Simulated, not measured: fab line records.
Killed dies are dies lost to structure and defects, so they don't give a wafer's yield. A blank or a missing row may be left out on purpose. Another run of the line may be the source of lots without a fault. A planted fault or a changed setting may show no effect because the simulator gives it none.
What tool caused it? + flow n5 finfet + 9 lots with 27 wafers sampled at 6 steps, on a route of 1938 steps

## WHAT THE GAUGES READ, wafer by wafer
N5_BEOL_M11_INSPECT_58: inspects for defects (darkfield). Usual: 73 for raw defect count, sd 24.
| lot  | measured     | on                | raw defect count | flag |
|------|--------------|-------------------|------------------|------|
| L553 | day 10 21:41 | defect inspect-02 | 77 65 74         |      |
| L559 | day 12 08:55 | defect inspect-02 | 64 37 50         |      |
| L563 | day 13 10:24 | defect inspect-01 | 100 62 550       | OFF  |
| L566 | day 14 04:17 | defect inspect-01 | 83 570 136       | OFF  |
| L572 | day 15 06:12 | defect inspect-01 | 48 31 40         |      |
| L569 | day 15 10:13 | defect inspect-01 | 74 96 46         |      |
| L573 | day 16 20:19 | defect inspect-01 | 54 33 110        |      |
| L576 | day 16 20:55 | defect inspect-01 | 104 87 150       |      |
| L575 | day 17 09:16 | defect inspect-02 | 78 43 96         |      |

N5_BEOL_M12_INSPECT_12: inspects for defects (macro). Usual: 1.9 for raw defect count, sd 1.4.
| lot  | measured     | on                | raw defect count | flag |
|------|--------------|-------------------|------------------|------|
| L553 | day 10 22:23 | defect inspect-01 | 1 1 2            |      |
| L559 | day 12 09:26 | defect inspect-01 | 2 2 2            |      |
| L563 | day 13 11:03 | defect inspect-02 | 3 1 >300         |      |
| L566 | day 14 04:49 | defect inspect-01 | 1 >300 1         |      |
| L572 | day 15 06:51 | defect inspect-01 | 2 1 1            |      |
| L569 | day 15 10:44 | defect inspect-01 | 3 1 2            |      |
| L573 | day 16 20:51 | defect inspect-01 | 4 2 2            |      |
| L576 | day 16 21:26 | defect inspect-01 | 2 2 2            |      |
| L575 | day 17 09:55 | defect inspect-02 | 0 2 0            |      |

## TOOL THAT RAN EACH LOT (tool first, then ch and the chambers of the sampled wafers, then the start)
| lot  | N5_BEOL_M11_ETCH_66                | N5_BEOL_M11_VIA_ETCH_34            | N5_BEOL_M11_ETCH_41                           | N5_BEOL_M11_CMP_52            |
|------|------------------------------------|------------------------------------|-----------------------------------------------|-------------------------------|
| L553 | rie diel-06 ch 0,1, day 10 18:00   | rie diel-06 ch 0,1, day 10 18:07   | rie diel-06 ch 0,1, day 10 21:14 or earlier   | cmp-04 ch 1,2, day 10 21:14   |
| L559 | rie diel-06 ch 0,2,3, day 12 05:51 | rie diel-06 ch 0,2,3, day 12 05:59 | rie diel-06 ch 0,2,3, day 12 08:28 or earlier | cmp-04 ch 0,1, day 12 08:28   |
| L563 | rie diel-03 ch 2,3, day 13 06:30   | rie diel-03 ch 2,3, day 13 06:38   | rie diel-03 ch 2,3, day 13 10:02 or earlier   | cmp-04 ch 0,2,3, day 13 10:02 |
| L566 | rie diel-01 ch 0,1,2, day 14 00:31 | rie diel-01 ch 0,1,2, day 14 00:39 | rie diel-01 ch 0,1,2, day 14 03:53 or earlier | cmp-04 ch 0,2,3, day 14 03:53 |
| L572 | rie diel-06 ch 1,2, day 15 03:11   | rie diel-06 ch 1,2, day 15 03:19   | rie diel-06 ch 1,2, day 15 05:47 or earlier   | cmp-01 ch 1,2,3, day 15 05:47 |
| L569 | rie diel-03 ch 0,1,3, day 15 05:53 | rie diel-03 ch 0,1,3, day 15 06:01 | rie diel-03 ch 0,1,3, day 15 09:46 or earlier | cmp-01 ch 0,2, day 15 09:46   |
| L573 | rie diel-03 ch 0,1,2, day 16 16:46 | rie diel-03 ch 0,1,2, day 16 16:54 | rie diel-03 ch 0,1,2, day 16 19:55 or earlier | cmp-01 ch 2,3, day 16 19:55   |
| L576 | rie diel-06 ch 0,1,2, day 16 17:45 | rie diel-06 ch 0,1,2, day 16 17:52 | rie diel-06 ch 0,1,2, day 16 20:28 or earlier | cmp-04 ch 0,3, day 16 20:28   |
| L575 | rie diel-03 ch 0,1, day 17 04:28   | rie diel-03 ch 0,1, day 17 04:35   | rie diel-03 ch 0,1, day 17 08:52 or earlier   | cmp-01 ch 0,1, day 17 08:52   |
- N5_BEOL_M11_ETCH_66: etches SOC in N2/H2, target depth 120 nm, overetch 24 nm, time 180 s.
- N5_BEOL_M11_VIA_ETCH_34: etches SiCOH lowk in C4F6/O2, target depth 184.5 nm, time 69.2 s.
- N5_BEOL_M11_ETCH_41: etches SiCN in CH3F/O2, target depth 42.6 nm, time 86 s.
- N5_BEOL_M11_CMP_52: polishes, stops on SiCOH lowk, t overpolish 7 s, target thk 140 nm.

## WHAT THE TOOLS THEMSELVES READ (means of the sampled wafers that have a number; where no wafer has one, the mark that the record gives instead)
N5_BEOL_M11_ETCH_66. Usual: drypump motor current A 5.7 A, standard deviation 0.57; oes product au 0.65 a.u., standard deviation 0.065; rf vpp V 523.6 V, standard deviation 2.4; showerhead plenum p Torr 2.53 Torr, standard deviation 0.082; throttle valve pct 17.75 %, standard deviation 0.21.
| lot  | tool        | drypump motor current A (A) | oes product au (a.u.) | rf vpp V (V) | showerhead plenum p Torr (Torr) | throttle valve pct (%) | flag |
|------|-------------|-----------------------------|-----------------------|--------------|---------------------------------|------------------------|------|
| L553 | rie diel-06 | 5.9                         | 0.60                  | 521.7        | 2.44                            | 17.88                  |      |
| L559 | rie diel-06 | 5.7                         | 0.64                  | 523.5        | 2.51                            | 17.70                  |      |
| L563 | rie diel-03 | 6.2                         | 0.66                  | 522.9        | 2.53                            | 17.73                  |      |
| L566 | rie diel-01 | 5.4                         | 0.59                  | 524.7        | 2.56                            | 17.94                  |      |
| L572 | rie diel-06 | 5.1                         | 0.75                  | 522.6        | 2.48                            | 17.39                  |      |
| L569 | rie diel-03 | 5.9                         | 0.71                  | 525.6        | 2.60                            | 17.69                  |      |
| L573 | rie diel-03 | 6.3                         | 0.69                  | 524.2        | 2.55                            | 17.64                  |      |
| L576 | rie diel-06 | 5.4                         | 0.67                  | 521.6        | 2.45                            | 17.62                  |      |
| L575 | rie diel-03 | 6.2                         | 0.69                  | 524.6        | 2.59                            | 17.69                  |      |

N5_BEOL_M11_VIA_ETCH_34. Usual: drypump motor current A 5.7 A, standard deviation 0.57; oes product au 0.80 a.u., standard deviation 0.086; rf vpp V 668 V, standard deviation 18; showerhead plenum p Torr 2.84 Torr, standard deviation 0.08; throttle valve pct 20.84 %, standard deviation 0.25.
| lot  | tool        | drypump motor current A (A) | oes product au (a.u.) | rf vpp V (V) | showerhead plenum p Torr (Torr) | throttle valve pct (%) | flag |
|------|-------------|-----------------------------|-----------------------|--------------|---------------------------------|------------------------|------|
| L553 | rie diel-06 | 5.8                         | 0.73                  | 659          | 2.75                            | 21.06                  |      |
| L559 | rie diel-06 | 5.6                         | 0.79                  | 681          | 2.82                            | 20.81                  |      |
| L563 | rie diel-03 | 6.2                         | 0.84                  | 664          | 2.84                            | 20.93                  |      |
| L566 | rie diel-01 | 5.3                         | 0.73                  | 654          | 2.88                            | 21.09                  |      |
| L572 | rie diel-06 | 5.0                         | 0.93                  | 653          | 2.79                            | 20.57                  |      |
| L569 | rie diel-03 | 5.9                         | 0.89                  | 667          | 2.89                            | 20.65                  |      |
| L573 | rie diel-03 | 6.3                         | 0.86                  | 670          | 2.85                            | 20.69                  |      |
| L576 | rie diel-06 | 5.4                         | 0.82                  | 661          | 2.76                            | 20.78                  |      |
| L575 | rie diel-03 | 6.2                         | 0.86                  | 676          | 2.88                            | 20.57                  |      |

N5_BEOL_M11_ETCH_41. Usual: drypump motor current A 5.7 A, standard deviation 0.57; oes product au 0.80 a.u., standard deviation 0.085; rf vpp V 297.2 V, standard deviation 1.5; showerhead plenum p Torr 1.99 Torr, standard deviation 0.059; throttle valve pct 16.27 %, standard deviation 0.26.
| lot  | tool        | drypump motor current A (A) | oes product au (a.u.) | rf vpp V (V) | showerhead plenum p Torr (Torr) | throttle valve pct (%) | flag |
|------|-------------|-----------------------------|-----------------------|--------------|---------------------------------|------------------------|------|
| L553 | rie diel-06 | 5.8                         | 0.73                  | 295.7        | 1.93                            | 16.50                  |      |
| L559 | rie diel-06 | 5.6                         | 0.79                  | 297.4        | 1.98                            | 16.25                  |      |
| L563 | rie diel-03 | 6.2                         | 0.83                  | 297.5        | 2.00                            | 16.35                  |      |
| L566 | rie diel-01 | 5.3                         | 0.74                  | 297.2        | 2.02                            | 16.48                  |      |
| L572 | rie diel-06 | 5.0                         | 0.94                  | 295.8        | 1.95                            | 15.95                  |      |
| L569 | rie diel-03 | 5.9                         | 0.90                  | 297.6        | 2.03                            | 16.07                  |      |
| L573 | rie diel-03 | 6.3                         | 0.85                  | 297.7        | 2.00                            | 16.12                  |      |
| L576 | rie diel-06 | 5.4                         | 0.83                  | 296.0        | 1.93                            | 16.19                  |      |
| L575 | rie diel-03 | 6.2                         | 0.85                  | 297.5        | 2.03                            | 16.01                  |      |

N5_BEOL_M11_CMP_52. Usual: barrier field endpoint s 29.1 s, standard deviation 0.92; motor current A 6.2 A, standard deviation 0.52; overpolish run s 6.999 s, standard deviation 0.0091; time to endpoint s 66 s, standard deviation 4.3.
| lot  | tool   | barrier field endpoint s (s) | motor current A (A) | overpolish run s (s) | time to endpoint s (s) | flag |
|------|--------|------------------------------|---------------------|----------------------|------------------------|------|
| L553 | cmp-04 | 29.2                         | 6.4                 | 7.004                | 69                     |      |
| L559 | cmp-04 | 30.3                         | 5.8                 | 6.996                | 70                     |      |
| L563 | cmp-04 | 31.4                         | 6.2                 | 7.001                | 75                     |      |
| L566 | cmp-04 | 30.1                         | 6.2                 | 6.994                | 69                     |      |
| L572 | cmp-01 | 28.0                         | 6.2                 | 7.002                | 64                     |      |
| L569 | cmp-01 | 28.4                         | 6.3                 | 7.008                | 60                     |      |
| L573 | cmp-01 | 28.4                         | 6.4                 | 7.002                | 63                     |      |
| L576 | cmp-04 | 29.4                         | 6.1                 | 6.997                | 67                     |      |
| L575 | cmp-01 | 28.5                         | 6.2                 | 6.995                | 65                     |      |

## THE ANSWER, worked out from the rows above alone
Rule: a lot is off if the mean of its wafers that have a number lies more than 3 standard deviations from the usual mean. A lot without any number at a reading at which 4 lots or more have one is off too. Where the step has rows for the other lots, those lots are counted as sound. First the gauges in route order, then the tools' own readings, where a lot's mean is used as printed above. At the first step where some lot is off, the reading lying furthest off is the one used; lots without a number count as furthest.
Off: L563, L566 (N5_BEOL_M11_INSPECT_58, raw defect count).
A tool fits if, at a process step before that reading, it ran every lot that is off, and no sound lot after the first of them. Gauges at N5_BEOL_M11_INSPECT_58: tried the same way as those tools. N5_BEOL_M11_ETCH_41: start missing for some lots; hours and lot order therefore follow N5_BEOL_M11_CMP_52. Of those tried, none fits.

## WHAT THE SIMULATOR HAD PUT IN
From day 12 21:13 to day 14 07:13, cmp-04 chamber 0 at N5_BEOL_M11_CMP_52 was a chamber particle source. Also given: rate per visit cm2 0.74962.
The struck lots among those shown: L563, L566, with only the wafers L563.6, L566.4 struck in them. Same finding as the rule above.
